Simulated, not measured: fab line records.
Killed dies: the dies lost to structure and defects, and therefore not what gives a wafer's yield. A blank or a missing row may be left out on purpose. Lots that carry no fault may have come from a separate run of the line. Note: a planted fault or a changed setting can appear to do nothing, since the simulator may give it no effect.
Which of the tools did it? -- flow nand harc -- 11 lots, 33 wafers sampled, at 1 step of a route of 1302

## WHAT THE GAUGES READ, wafer by wafer
NHARC_A_CHANNEL_HOLE_D2_CD_MEAS_18. Usual: cd nm 100.0 nm, standard deviation 2.3.
lot,measured,on,cd nm (nm),flag
L187,day 13 05:13,cd sem-01,96.8 99.9 101.0,
L189,day 13 14:22,cd sem-01,100.1 104.9 100.7,
L190,day 14 04:52,cd sem-02,98.2 100.8 96.0,
L198,day 17 13:28,cd sem-02,101.7 104.2 100.8,
L199,day 18 02:11,cd sem-01,102.2 99.5 102.8,
L200,day 18 02:35,cd sem-02,99.1 101.7 99.9,
L201,day 18 15:52,cd sem-03,97.5 102.5 98.7,
L203,day 19 06:00,cd sem-03,98.7 100.1 101.5,
L204,day 20 04:54,cd sem-02,97.9 100.9 102.3,
L207,day 21 05:01,cd sem-03,96.5 101.8 100.3,
L208,day 21 16:09,cd sem-03,100.0 100.1 95.8,

## WHAT TOOL EACH LOT RAN ON (gives the tool, then ch and the chambers of the sampled wafers, and finally the start)
The record holds no process step before these readings.

## WHAT THE TOOLS THEMSELVES READ (means of the sampled wafers that have a number; where no wafer has one, the mark that the record gives instead)
The record holds no such reading with a usual standard deviation.

## THE ANSWER, worked out from the rows above alone
Rule: lot off if the mean of its wafers having a number is beyond 3 standard deviations from the usual mean. Also off: a lot with no number at a reading for which 4 or more lots have one. Where the step has rows for the other lots, those lots are counted as sound. First the gauges in route order, then the tools' own readings, where a lot's mean is used as printed above. At the first step where some lot is off, the reading lying furthest off is the one used; lots without a number count as furthest.
No lot is off on any of the readings shown, so nothing can be concluded from this.

## WHAT WAS PUT IN BY THE SIMULATOR
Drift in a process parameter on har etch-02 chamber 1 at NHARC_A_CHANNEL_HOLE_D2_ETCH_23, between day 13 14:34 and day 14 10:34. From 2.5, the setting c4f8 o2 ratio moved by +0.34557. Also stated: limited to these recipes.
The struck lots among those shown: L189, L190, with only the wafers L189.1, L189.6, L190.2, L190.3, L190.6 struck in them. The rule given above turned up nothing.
